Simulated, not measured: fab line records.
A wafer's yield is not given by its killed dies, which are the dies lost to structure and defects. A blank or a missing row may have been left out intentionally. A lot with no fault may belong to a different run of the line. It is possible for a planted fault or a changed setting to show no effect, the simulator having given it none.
Which tool is to blame? | flow nand-harc | Sampling: 11 lots, 33 wafers, 3 of 1302 route steps

== WHAT THE GAUGES READ, wafer by wafer ==
NHARC_P_M0_CD_MEAS_09 targets a cd of 90 nm.
lot  | measured     | on        | cd-nm (nm)
L806 | day 6 07:48  | cd-sem-01 | 89.0 88.7 89.1
L807 | day 6 12:47  | cd-sem-03 | 90.4 90.3 91.2
L810 | day 7 19:38  | cd-sem-01 | 84.2 90.0 90.9
L818 | day 11 05:04 | cd-sem-01 | 89.4 89.6 90.4
L819 | day 12 03:47 | cd-sem-03 | 90.3 90.9 91.1
L822 | day 12 18:25 | cd-sem-01 | 90.2 90.6 89.8
L823 | day 13 04:12 | cd-sem-02 | 90.8 90.5 89.7
L824 | day 13 14:51 | cd-sem-03 | 90.8 89.5 90.8
L825 | day 13 18:58 | cd-sem-01 | 90.1 89.7 89.4
L827 | day 14 19:35 | cd-sem-02 | 89.6 90.8 90.8
L829 | day 15 16:52 | cd-sem-02 | 91.0 90.6 91.5

== WHICH TOOL RAN EACH LOT (tool, then ch and the chambers of the sampled wafers, then the start) ==
lot  | NHARC_P_CONTACT_ETCH_31                       | NHARC_P_M0_PEB_07
L806 | rie-diel-10 ch 0,2,3, day 6 07:44 or earlier  | litho-track-01 ch 0, day 6 07:44
L807 | rie-diel-08 ch 0,2,3, day 6 12:42 or earlier  | litho-track-04 ch 0, day 6 12:42
L810 | rie-diel-08 ch 0,1,2, day 7 19:34 or earlier  | litho-track-04 ch 0, day 7 19:34
L818 | rie-diel-05 ch 1,2,3, day 11 04:59 or earlier | litho-track-01 ch 0, day 11 04:59
L819 | rie-diel-10 ch 2,3, day 12 03:43 or earlier   | litho-track-04 ch 0, day 12 03:43
L822 | rie-diel-10 ch 0,3, day 12 18:20 or earlier   | litho-track-04 ch 0, day 12 18:20
L823 | rie-diel-10 ch 1,2,3, day 13 04:07 or earlier | litho-track-04 ch 0, day 13 04:07
L824 | rie-diel-05 ch 2,3, day 13 14:46 or earlier   | litho-track-04 ch 0, day 13 14:46
L825 | rie-diel-10 ch 1,2,3, day 13 18:53 or earlier | litho-track-01 ch 0, day 13 18:53
L827 | rie-diel-10 ch 0,2,3, day 14 19:30 or earlier | litho-track-04 ch 0, day 14 19:30
L829 | rie-diel-10 ch 2,3, day 15 16:47 or earlier   | litho-track-04 ch 0, day 15 16:47
- NHARC_P_CONTACT_ETCH_31: etches the open film in CH3F/O2, target depth 30 nm, time 85.7 s.
- NHARC_P_M0_PEB_07: peb time 65 s.

== THE ANSWER, worked out from the rows above alone ==
Rule: usual is defined by the lots themselves. Put in order of their means at a reading, lots are off if they are a third of the lots or fewer, leave a main group of 4 or more, and stand apart from it by a gap of 3 or more times the standard deviation of the main group's means; of several such gaps the widest counts. A main group whose means are all the same, to the digits that the tables above print for the reading, isn't used. Also off: a lot with no number at a reading for which 4 or more lots have one. Where the step has rows for the other lots, those lots are counted as sound.
Across all readings shown, no lot is off: no conclusion can be drawn from this.

== WHAT THE SIMULATOR PUT IN ==
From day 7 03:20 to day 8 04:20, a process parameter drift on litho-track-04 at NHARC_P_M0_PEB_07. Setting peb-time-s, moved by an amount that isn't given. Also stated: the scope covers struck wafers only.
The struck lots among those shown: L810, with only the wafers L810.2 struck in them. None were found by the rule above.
